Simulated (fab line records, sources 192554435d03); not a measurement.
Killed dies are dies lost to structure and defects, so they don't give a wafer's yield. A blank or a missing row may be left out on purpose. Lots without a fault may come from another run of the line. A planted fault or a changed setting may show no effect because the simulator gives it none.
Chamber matching | flow n5_finfet | N5_BEOL_M10_DEP_56 on pecvd-01: 3 sister chambers
The step deposits SiCN from 3MS/NH3, target thk 15 nm, time 26.5 s. 3 wafers are shown with their chamber, then 8 later ones without.

WAFERS WITH THEIR CHAMBER
wafer  | chamber | showerhead_plenum_p_Torr (Torr)
L093.1 | 2       | 3.643
L093.6 | 1       | 3.672
L092.1 | 0       | 3.642

WAFERS WITHOUT THEIR CHAMBER
wafer  | showerhead_plenum_p_Torr (Torr)
L092.4 | 3.681
L092.6 | 3.651
L097.1 | 3.643
L097.2 | 3.678
L097.4 | 3.638
L096.2 | 3.655
L096.3 | 3.642
L096.4 | 3.635

WHICH CHAMBER EACH WENT THROUGH
wafer  | from the rows above          | in truth
L092.4 | 1                            | 1
L092.6 | can't be placed: 2 or 0 or 1 | 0
L097.1 | can't be placed: 2 or 0      | 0
L097.2 | 1                            | 1
L097.4 | can't be placed: 0 or 2      | 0
L096.2 | can't be placed: 2 or 0 or 1 | 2
L096.3 | can't be placed: 0 or 2      | 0
L096.4 | can't be placed: 0 or 2      | 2
Placed correctly: 2 of 8. Can't be placed from these rows: 6 (the true chamber is among the candidates in 6). Placed wrongly: 0.
How it was worked out, from the rows above alone: a wafer's distance from a chamber is the root of the sum, over the readings, of the square of ((its reading less the chamber's mean) divided by the reading's scatter). The wafer belongs to the nearest chamber; if the next one is less than 2 further off, it can't be placed. A chamber's mean is the mean of its shown wafers. The scatter: with one shown wafer a chamber, the root of the mean of the squares of how far each hidden wafer lies from its nearest shown one.
